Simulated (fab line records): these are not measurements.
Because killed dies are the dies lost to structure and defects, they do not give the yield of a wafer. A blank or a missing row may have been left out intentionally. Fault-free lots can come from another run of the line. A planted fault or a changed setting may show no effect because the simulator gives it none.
Which tool did it? | flow n5 finfet | route of 1938 steps, sampled at 1 step: 9 lots, 27 wafers

WHAT THE GAUGES SHOWED, per wafer
N5_GATE_CUT_OVL_MEAS_14.
lot  | measured     | on         | GATE_CUT_OVL (nm)
L937 | day 5 06:43  | overlay-02 | -0.1 -0.5 -0.2
L939 | day 5 19:34  | overlay-02 | 2.2 0.0 0.7
L941 | day 6 10:08  | overlay-02 | 0.0 -0.6 -0.8
L942 | day 6 13:38  | overlay-01 | -0.3 -0.7 0.2
L944 | day 7 02:02  | overlay-02 | -0.4 0.4 -1.0
L946 | day 7 15:50  | overlay-02 | 0.9 -0.6 0.8
L954 | day 9 12:01  | overlay-02 | -0.1 0.4 -0.2
L956 | day 9 20:49  | overlay-02 | 0.2 0.6 0.0
L957 | day 10 04:28 | overlay-02 | 0.0 1.0 0.5

WHAT TOOL EACH LOT RAN ON (gives the tool, then ch and the chambers of the sampled wafers, and finally the start)
No process step before these readings appears in the record.

THE ANSWER, worked out from the rows above alone
Rule: what is usual is taken from the lots themselves. Put in order of their means at a reading, lots are off if they are a third of the lots or fewer, leave a main group of 4 or more, and stand apart from it by a gap of 3 or more times the standard deviation of the main group's means; of several such gaps the widest counts. Not used: any main group whose means are identical at the precision the tables above print for the reading. Also off: a lot with no number at a reading for which 4 or more lots have one. Any other lot the step has rows for is counted as sound.
Nothing can be told from this: no lot is off at any reading shown.

WHAT WAS PUT IN BY THE SIMULATOR
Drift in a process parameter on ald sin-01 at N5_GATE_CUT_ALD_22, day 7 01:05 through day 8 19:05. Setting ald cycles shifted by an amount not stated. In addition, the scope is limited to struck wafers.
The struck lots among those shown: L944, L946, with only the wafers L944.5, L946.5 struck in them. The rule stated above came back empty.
